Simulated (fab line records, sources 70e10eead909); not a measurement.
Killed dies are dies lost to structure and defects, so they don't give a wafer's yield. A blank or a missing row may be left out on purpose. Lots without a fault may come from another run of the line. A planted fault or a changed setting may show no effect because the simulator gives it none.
Chamber matching | flow nand_harc | NHARC_A_CHANNEL_FILL_D2_ALD_25 on ald_hk-02: 4 sister chambers
The step deposits SiOx, target thk 60 nm, pulse time 10 s, ald cycles 600. 8 wafers are shown with their chamber, then 10 later ones without.

WAFERS WITH THEIR CHAMBER
wafer  | chamber | heater_power_w (W) | precursor_pulse_height_rel
L084.1 | 0       | 443                | 1.013
L086.2 | 0       | 440                | 0.969
L086.4 | 3       | 448                | 1.015
L086.5 | 3       | 463                | 1.008
L089.2 | 2       | 438                | 0.981
L089.5 | 1       | 483                | 0.993
L088.1 | 1       | 496                | 1.032
L088.2 | 2       | 447                | 0.990

WAFERS WITHOUT THEIR CHAMBER
wafer  | heater_power_w (W) | precursor_pulse_height_rel
L088.3 | 446                | 0.987
L091.1 | 438                | 0.974
L091.3 | 438                | 1.002
L091.5 | 450                | 0.974
L093.3 | 448                | 0.970
L093.2 | 505                | 1.002
L093.5 | 442                | 1.024
L097.3 | 410                | 0.975
L097.4 | 488                | 1.017
L097.6 | 467                | 0.988

WHICH CHAMBER EACH WENT THROUGH
wafer  | from the rows above               | in truth
L088.3 | can't be placed: 2 or 0 or 3      | 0
L091.1 | can't be placed: 2 or 0           | 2
L091.3 | can't be placed: 0 or 2 or 3      | 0
L091.5 | can't be placed: 2 or 0 or 3      | 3
L093.3 | can't be placed: 2 or 0 or 3      | 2
L093.2 | 1                                 | 1
L093.5 | can't be placed: 0 or 2 or 3      | 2
L097.3 | can't be placed: 0 or 2 or 3      | 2
L097.4 | 1                                 | 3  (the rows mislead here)
L097.6 | can't be placed: 3 or 1 or 2 or 0 | 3
Placed correctly: 1 of 10. Can't be placed from these rows: 8 (the true chamber is among the candidates in 8). Placed wrongly: 1.
How it was worked out, from the rows above alone: a wafer's distance from a chamber is the root of the sum, over the readings, of the square of ((its reading less the chamber's mean) divided by the reading's scatter). The wafer belongs to the nearest chamber; if the next one is less than 2 further off, it can't be placed. A chamber's mean is the mean of its shown wafers. The scatter: the root of (the sum of the squares of (reading less its chamber's mean) over the shown wafers, divided by (wafers less chambers)).
